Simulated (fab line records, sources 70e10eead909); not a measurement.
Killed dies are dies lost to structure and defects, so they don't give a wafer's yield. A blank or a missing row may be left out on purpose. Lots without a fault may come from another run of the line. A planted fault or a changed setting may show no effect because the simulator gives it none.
fab line records | flow nand_harc
record lots=12 wafers=36 last_day=33
route steps=1302 shown P_GATE@131 END@1302
lots that met no fault: from a run of the same line without faults
start_h: hours from the record's first day to the start of the lot's first wafer shown | wait_h: hours since the lot's step before | " the same as in the row above | L1.1+2: a row that stands for several wafers | - no value, or no start given | * or withheld: withheld | < > ~ a bound
route shown NAME@n: a module of which the file shows steps, and the number in the route of the first | usual: mean/standard deviation of fault-free wafers | same: alike in all rows | chamber/n: place in a boat | sites: the reading at each site | _std_site: their standard deviation | _edge_site: outer sites' mean less inner sites' | radius_mm: how far each site lies from the wafer's centre | mask NAME#n: copy n | behind: the tool/chamber that last shaped the wafer | hold: why the lot was held/for how many hours/how that ended | device: the transistor (n, p or np) that didn't switch | end of line: the same wafers' tests at the end of the route | a step without rows: its recipe alone | killed: dies lost to structure and defects at the first sort, not the wafer's yield | map: a wafer's dies, x killed, . not, _ none there
set.NAME: the setting as run; set.NAME@STEP: as run at that earlier step | model.NAME: the simulator's own value behind a step, which no gauge read
steps of the route over a sample of lots; a table a step, a row a wafer
services: from which hour (start_h, from the record's first day; less than 0 if before it) a tool's chamber was out of use, for how many hours, and why
## steps
# step NHARC_P_GATE_HM_DEP_102
# recipe target_thk_a=1200 temp_c=400 material=aC
# usual throttle_valve_pct=35.001/0.0094
# columns lot.wafer tool chamber start_h wait_h throttle_valve_pct
L537.3 acl_dep-03 0 103.62 0.6 34.986
L537.4 " 0 " " 34.995
L537.6 " 0 " " 34.999
L539.3 acl_dep-01 0 124.67 3.1 35.004
L539.5 " 0 " " 35.009
L539.6 " 0 " " 34.999
L541.2 acl_dep-02 0 140.63 0.5 34.997
L541.4 " 0 " " 35.003
L541.5 " 0 " " 34.993
L540.3 acl_dep-03 0 140.74 0.6 34.991
L540.4 " 0 " " 35.004
L540.5 " 0 " " 35.001
L543.1 acl_dep-02 0 161.76 1.1 34.988
L543.3 " 0 " " 34.988
L543.5 " 0 " " 34.997
L544.3 acl_dep-02 0 176.01 3.2 35.016
L544.4 " 0 " " 35.020
L544.5 " 0 " " 34.998
L545.3 acl_dep-03 0 190.16 7.3 34.999
L545.4 " 0 " " 35.009
L545.6 " 0 " " 34.987
L549.3 acl_dep-01 0 221.06 1.2 34.997
L549.5 " 0 " " 34.998
L549.6 " 0 " " 35.011
L555.4 acl_dep-01 0 291.72 6.0 34.997
L555.5 " 0 " " 34.987
L555.6 " 0 " " 34.999
L556.1 acl_dep-01 0 293.88 3.2 34.999
L556.2 " 0 " " 34.992
L556.3 " 0 " " 35.005
L557.1 acl_dep-02 0 309.82 2.8 35.005
L557.4 " 0 " " 34.999
L557.6 " 0 " " 35.003
L559.2 acl_dep-01 0 321.49 0.5 35.000
L559.3 " 0 " " 34.986
L559.5 " 0 " " 34.993
# step NHARC_P_GATE_ALD_36
# recipe target_thk_a=200 pulse_time_s=60 ald_cycles=223 temp_c=400 material=SiNx
# usual heater_power_w=857/72 precursor_pulse_height_rel=1.001/0.021
# columns lot.wafer tool chamber start_h wait_h heater_power_w precursor_pulse_height_rel
L537.4 ald_sin-02 3 106.06 - 897 1.004
L537.3 " 2 109.32 - 767 1.004
L537.6 " 3 110.40 - 888 1.011
L539.3 ald_sin-01 0 128.17 - 781 1.012
L539.6 " 3 131.33 - 815 0.967
L539.5 " 0 132.39 - 783 0.975
L541.2 ald_sin-03 3 143.79 - 934 1.001
L541.4 " 0 144.86 - 870 0.973
L541.5 " 3 148.06 - 934 0.948
L540.3 ald_sin-02 3 144.69 - 878 1.037
L540.4 " 1 146.82 - 772 1.001
L540.5 " 3 148.95 - 851 0.985
L543.1 ald_sin-02 1 166.75 - 772 1.024
L543.3 " 2 167.83 - 781 0.988
L543.5 " 3 168.90 - 876 1.021
L544.4 ald_sin-01 0 178.47 - 798 1.010
L544.3 " 3 181.67 - 821 0.995
L544.5 " 0 182.73 - 777 1.024
L545.3 ald_sin-03 3 194.88 - 923 0.966
L545.4 " 0 195.94 - 877 0.989
L545.6 " 1 196.99 - 830 0.987
L549.3 ald_sin-02 1 226.79 - 784 0.986
L549.5 " 2 227.84 - 741 0.967
L549.6 " 3 228.89 - 910 1.009
L555.4 ald_sin-02 2 294.22 - 772 1.013
L555.5 " 2 298.47 - 757 1.019
L555.6 " 3 299.53 - 878 0.995
L556.1 ald_sin-01 0 296.54 - 849 1.012
L556.2 " 1 297.93 - 814 0.994
L556.3 " 2 299.33 - 986 0.977
L557.1 ald_sin-03 3 314.73 - 926 0.999
L557.4 " 0 315.79 - 852 0.991
L557.6 " 1 316.85 - 854 1.012
L559.3 ald_sin-01 0 325.80 - 858 1.016
L559.2 " 2 327.87 - 1023 1.042
L559.5 " 3 328.91 - 819 0.998
# step NHARC_P_GATE_EXPOSE_43
# recipe na=0.6 target_cd_nm=720 dose_mj=14.81 mask_id=P_NSD
# usual exposure_dose_mJ_cm2=14.813/0.013
# columns lot.wafer tool chamber start_h wait_h mask exposure_dose_mJ_cm2
L537.3 krf_scanner-04 0 116.49 - P_NSD#0 14.813
L537.4 " 0 " " P_NSD#0 14.820
L537.6 " 0 " " P_NSD#0 14.803
L539.3 krf_scanner-03 0 137.49 - P_NSD#0 14.811
L539.5 " 0 " " P_NSD#0 14.812
L539.6 " 0 " " P_NSD#0 14.826
L540.3 krf_scanner-03 0 153.93 - P_NSD#0 14.813
L540.4 " 0 " " P_NSD#0 14.823
L540.5 " 0 " " P_NSD#0 14.822
L541.2 krf_scanner-04 0 154.24 - P_NSD#0 14.814
L541.4 " 0 " " P_NSD#0 14.830
L541.5 " 0 " " P_NSD#0 14.811
L543.1 krf_scanner-04 0 174.95 - P_NSD#0 14.811
L543.3 " 0 " " P_NSD#0 14.819
L543.5 " 0 " " P_NSD#0 14.801
L544.3 krf_scanner-01 0 188.99 - P_NSD#0 14.827
L544.4 " 0 " " P_NSD#0 14.831
L544.5 " 0 " " P_NSD#0 14.820
L545.3 krf_scanner-04 0 203.17 - P_NSD_R1#0 14.805
L545.4 " 0 " " P_NSD_R1#0 14.796
L545.6 " 0 " " P_NSD_R1#0 14.783
L549.3 krf_scanner-04 0 233.99 - P_NSD#0 14.801
L549.5 " 0 " " P_NSD#0 14.794
L549.6 " 0 " " P_NSD#0 14.810
L555.4 krf_scanner-03 0 304.54 - P_NSD#0 14.814
L555.5 " 0 " " P_NSD#0 14.799
L555.6 " 0 " " P_NSD#0 14.792
L556.1 krf_scanner-04 0 308.94 - P_NSD#0 14.808
L556.2 " 0 " " P_NSD#0 14.814
L556.3 " 0 " " P_NSD#0 14.821
L557.1 krf_scanner-01 0 323.00 - P_NSD#0 14.818
L557.4 " 0 " " P_NSD#0 14.818
L557.6 " 0 " " P_NSD#0 14.807
L559.2 krf_scanner-01 0 335.01 - P_NSD#0 14.802
L559.3 " 0 " " P_NSD#0 14.823
L559.5 " 0 " " P_NSD#0 14.823
# step NHARC_P_GATE_CD_MEAS_46
# recipe target_cd_nm=720 landing_energy_ev=500
# usual cd_nm=720.2/1.5
# columns lot.wafer tool chamber start_h wait_h cd_nm
L537.3 cd_sem-01 0 116.64 - 721.4
L537.4 " 0 " " 722.6
L537.6 " 0 " " 725.8
L539.3 cd_sem-02 0 137.64 - 721.6
L539.5 " 0 " " 722.6
L539.6 " 0 " " 721.4
L540.3 cd_sem-01 0 154.08 - 720.3
L540.4 " 0 " " 719.5
L540.5 " 0 " " 719.6
L541.2 cd_sem-01 0 154.39 - 720.7
L541.4 " 0 " " 721.0
L541.5 " 0 " " 718.6
L543.1 cd_sem-02 0 175.11 - 719.4
L543.3 " 0 " " 718.9
L543.5 " 0 " " 719.5
L544.3 cd_sem-03 0 189.13 - 720.0
L544.4 " 0 " " 720.1
L544.5 " 0 " " 724.0
L545.3 cd_sem-03 0 203.32 - 676.6
L545.4 " 0 " " 676.9
L545.6 " 0 " " 675.2
L549.3 cd_sem-03 0 234.14 - 719.1
L549.5 " 0 " " 721.4
L549.6 " 0 " " 718.1
L555.4 cd_sem-03 0 304.69 - 719.5
L555.5 " 0 " " 720.2
L555.6 " 0 " " 721.4
L556.1 cd_sem-01 0 309.09 - 720.8
L556.2 " 0 " " 719.8
L556.3 " 0 " " 719.5
L557.1 cd_sem-01 0 323.15 - 718.2
L557.4 " 0 " " 717.1
L557.6 " 0 " " 717.9
L559.2 cd_sem-03 0 335.17 - 721.9
L559.3 " 0 " " 721.6
L559.5 " 0 " " 722.0
# step NHARC_P_GATE_STRIP_75
# recipe power_w=1500 temp_c=250 chemistry=O2
# usual drypump_motor_current_A=5.6/0.37 heater_power_w=352/7.9
# columns lot.wafer tool chamber start_h wait_h drypump_motor_current_A heater_power_w rf_hours_counter_h
L537.4 plasma_asher-02 1 117.49 0.2 6.0 360 -
L537.3 " 0 " " 5.8 354 -
L537.6 " 1 " " 6.1 353 -
L539.3 plasma_asher-01 1 138.52 0.2 5.5 345 -
L539.5 " 1 " " 5.5 338 -
L539.6 " 0 " " 5.0 360 -
L540.4 plasma_asher-02 0 154.92 0.2 5.7 354 -
L540.3 " 1 " " 6.1 358 -
L540.5 " 0 " " 5.8 355 -
L541.2 plasma_asher-01 1 155.63 0.2 5.5 335 34
L541.4 " 1 " " 5.5 343 -
L541.5 " 1 " " 5.5 347 -
L543.1 plasma_asher-02 0 175.95 0.2 5.8 339 20
L543.3 " 0 " " 5.8 353 -
L543.5 " 1 " " 6.1 360 -
L544.4 plasma_asher-01 1 189.98 0.2 5.5 342 -
L544.3 " 0 " " 5.0 349 -
L544.5 " 1 " " 5.5 355 -
L545.3 plasma_asher-02 0 204.16 0.2 5.8 352 -
L545.4 " 1 " " 6.0 364 -
L545.6 " 0 " " 5.8 357 -
L549.3 plasma_asher-02 1 238.13 0.2 6.1 362 -
L549.5 " 1 " " 6.1 341 -
L549.6 " 0 " " 5.8 350 -
L555.4 plasma_asher-01 0 305.55 0.1 5.1 347 -
L555.5 " 1 " " 5.5 344 -
L555.6 " 0 " " 5.0 342 -
L556.2 plasma_asher-02 1 309.92 0.2 6.1 354 11
L556.1 " 0 " " 5.8 344 11
L556.3 " 1 " " 6.1 347 -
L557.1 plasma_asher-01 0 323.99 0.3 5.1 348 25
L557.4 " 0 " " 5.1 352 -
L557.6 " 1 " " 5.5 346 -
L559.2 plasma_asher-01 1 336.05 0.3 5.5 349 27
L559.3 " 0 " " 5.1 355 -
L559.5 " 0 " " 5.1 353 -
# step NHARC_END_SORT_01
# recipe temp_c=25
# usual killed_at_array=54/21 killed_at_other=1.0/1.2 killed_at_periphery=3.6/2.6 killed_dies=58/20 killed_open=3.3/1.9 killed_short=2.6/1.5
# same gross_dies=677
# columns lot.wafer tool chamber start_h wait_h killed_at_array killed_at_other killed_at_periphery killed_dies killed_open killed_short
L537.3 prober-02 0 588.60 3.1 74 0 2 76 4 2
L537.4 prober-02 0 589.39 3.4 86 0 4 90 5 3
L537.6 prober-02 0 590.98 4.0 69 1 4 74 4 5
L539.3 prober-01 0 596.36 3.1 59 1 2 62 2 2
L539.5 prober-01 0 597.95 3.7 53 1 0 54 4 2
L539.6 prober-01 0 598.75 4.0 49 0 1 50 3 1
L545.3 prober-01 0 677.60 3.1 81 2 3 86 3 2
L545.4 prober-01 0 678.39 3.4 81 1 4 86 7 1
L545.6 prober-01 0 679.97 4.0 64 1 6 71 5 2
L549.3 prober-01 0 689.10 3.1 28 0 10 38 4 0
L549.5 prober-01 0 690.70 3.7 37 0 4 41 3 1
L549.6 prober-01 0 691.50 4.0 25 1 3 29 2 1
# killed by level:class
L537.3 A_CHANNEL_HOLE_D1:chamber_film_flake=26 A_SLIT:chamber_film_flake=20 A_CHANNEL_HOLE_D2:chamber_film_flake=16 A_CONTACT:chamber_film_flake=3 P_M0:chamber_film_flake=2 A_STAIRCASE:chamber_film_flake=2 A_CHANNEL_FILL_D1:geometric_particle:open=1 A_DECK1_JOINT:geometric_particle:short=1
L537.4 A_CHANNEL_HOLE_D2:chamber_film_flake=33 A_CHANNEL_HOLE_D1:chamber_film_flake=30 A_SLIT:chamber_film_flake=15 A_CONTACT:chamber_film_flake=3 P_CONTACT:geometric_particle:open=1 P_M1:geometric_particle:short=1 P_BONDPAD:geometric_particle:open=1 A_ONON_D1:geometric_particle:short=1
L537.6 A_CHANNEL_HOLE_D2:chamber_film_flake=24 A_CHANNEL_HOLE_D1:chamber_film_flake=20 A_SLIT:chamber_film_flake=15 A_BLC:geometric_particle:short=2 A_CONTACT:chamber_film_flake=2 P_GATE:geometric_particle:open=1 P_CONTACT:geometric_particle:short=1 P_CONTACT:geometric_particle:open=1
L539.3 A_CHANNEL_HOLE_D1:chamber_film_flake=35 A_CHANNEL_HOLE_D2:chamber_film_flake=10 A_CONTACT:chamber_film_flake=4 A_CHANNEL_FILL_D1:chamber_film_flake=2 A_STAIRCASE:chamber_film_flake=2 P_CONTACT:geometric_particle:open=1 A_CHANNEL_FILL_D2:geometric_particle:short=1 A_CHANNEL_FILL_D2:geometric_particle:open=1
L539.5 A_CHANNEL_HOLE_D1:chamber_film_flake=33 A_CONTACT:chamber_film_flake=5 A_CHANNEL_HOLE_D2:chamber_film_flake=3 A_ONON_D1:geometric_particle:open=2 A_DECK1_JOINT:chamber_film_flake=2 A_STAIRCASE:chamber_film_flake=2 A_SOURCE_PLATE:geometric_particle:open=1 A_DECK1_JOINT:geometric_particle:short=1
L539.6 A_CHANNEL_HOLE_D1:chamber_film_flake=33 A_CHANNEL_HOLE_D2:chamber_film_flake=6 A_CONTACT:chamber_film_flake=4 A_STAIRCASE:chamber_film_flake=3 P_GATE:geometric_particle:short=1 A_CHANNEL_FILL_D1:geometric_particle:open=1 A_CHANNEL_FILL_D2:geometric_particle:open=1 A_M0:geometric_particle:open=1
L545.3 A_SLIT:chamber_film_flake=32 A_CHANNEL_HOLE_D1:chamber_film_flake=28 A_CHANNEL_HOLE_D2:chamber_film_flake=12 A_BLC:geometric_particle:open=2 P_ZERO_WELL:chamber_film_flake=2 A_STAIRCASE:chamber_film_flake=2 HYBRID_BOND:chamber_film_flake=2 P_STI:geometric_particle:short=1
L545.4 A_CHANNEL_HOLE_D1:chamber_film_flake=33 A_SLIT:chamber_film_flake=18 A_CHANNEL_HOLE_D2:chamber_film_flake=15 A_CONTACT:chamber_film_flake=4 A_DECK1_JOINT:chamber_film_flake=3 A_M1:geometric_particle:open=2 A_M1:chamber_film_flake=2 P_STI:geometric_particle:open=1
L545.6 A_CHANNEL_HOLE_D1:chamber_film_flake=28 A_SLIT:chamber_film_flake=15 A_CHANNEL_HOLE_D2:chamber_film_flake=6 P_ZERO_WELL:chamber_film_flake=3 A_DECK1_JOINT:chamber_film_flake=3 A_M1:chamber_film_flake=3 P_CONTACT:geometric_particle:open=2 A_STAIRCASE:chamber_film_flake=2
L549.3 A_STAIRCASE:chamber_film_flake=10 P_GATE:chamber_film_flake=6 A_CHANNEL_HOLE_D1:chamber_film_flake=4 A_SLIT:chamber_film_flake=4 P_CONTACT:chamber_film_flake=2 A_CHANNEL_FILL_D1:chamber_film_flake=2 A_CHANNEL_FILL_D2:chamber_film_flake=2 A_CONTACT:chamber_film_flake=2
L549.5 A_CHANNEL_HOLE_D1:chamber_film_flake=9 A_SLIT:chamber_film_flake=7 A_STAIRCASE:chamber_film_flake=6 A_CHANNEL_FILL_D2:chamber_film_flake=5 A_CONTACT:chamber_film_flake=4 P_GATE:chamber_film_flake=3 A_WL_FILL:chamber_film_flake=2 A_ONON_D1:geometric_particle:open=1
L549.6 A_CHANNEL_HOLE_D1:chamber_film_flake=6 A_STAIRCASE:chamber_film_flake=5 A_CHANNEL_FILL_D2:chamber_film_flake=3 A_SLIT:chamber_film_flake=3 A_CONTACT:chamber_film_flake=3 A_ONON_D1:geometric_particle:open=2 A_ZERO_WELL:chamber_film_flake=2 A_ONON_D2:geometric_particle:short=1
## services
# columns tool chamber start_h hours kind
ald_sin-01 0 88.58 3.6 repair
krf_scanner-04 - 90.47 2.4 repair
ald_sin-02 2 95.88 2.8 repair
plasma_asher-01 - 107.29 3.2 repair
ald_sin-01 0 111.37 13.5 repair
acl_dep-03 - 116.59 13.0 pm
ald_sin-02 - 119.45 10.0 pm
ald_sin-02 - 134.33 1.5 repair
krf_scanner-01 - 140.00 4.0 pm
krf_scanner-03 - 143.33 0.3 repair
plasma_asher-01 - 165.00 9.0 pm
ald_sin-02 - 174.83 2.3 repair
krf_scanner-04 - 182.03 4.0 pm
acl_dep-01 - 186.58 13.0 pm
plasma_asher-01 - 208.77 18.5 repair
ald_sin-02 - 211.61 0.7 repair
ald_sin-01 - 216.18 10.0 pm
krf_scanner-04 - 219.83 2.0 repair
krf_scanner-04 - 230.04 0.7 repair
ald_sin-01 0 238.21 2.6 repair
acl_dep-02 - 246.45 13.0 pm
plasma_asher-01 - 248.91 2.0 repair
plasma_asher-02 - 249.00 9.0 pm
ald_sin-01 3 295.73 5.2 repair
## key
first_sign step=NHARC_P_GATE_EXPOSE_43 reading=mask direction=changed
effect step=NHARC_P_GATE_CD_MEAS_46 reading=cd_nm direction=down sigmas=29 usual=720.2 struck=676.2
met_at NHARC_P_GATE_EXPOSE_43
struck_lots L545
tester_left_out L545
not_acting_at NHARC_P_GATE_HM_DEP_102,NHARC_P_GATE_ALD_36,NHARC_P_GATE_STRIP_75
onset_between 174.95 203.17
fault kind=wrong_mask tool=any chamber=- onset_h=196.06 steps=NHARC_P_GATE_EXPOSE_43 aux_copy=P_NSD_R1#0 cd_offset_nm=-43.703 scope=struck_lots_only
# tester_left_out: of these lots the tester's yield and bins aren't shown, on N5 and GAA mostly nor the transistor test; their killed dies are dies lost to structure and defects alone, not to doping, threshold or leakage, so they don't give the yield
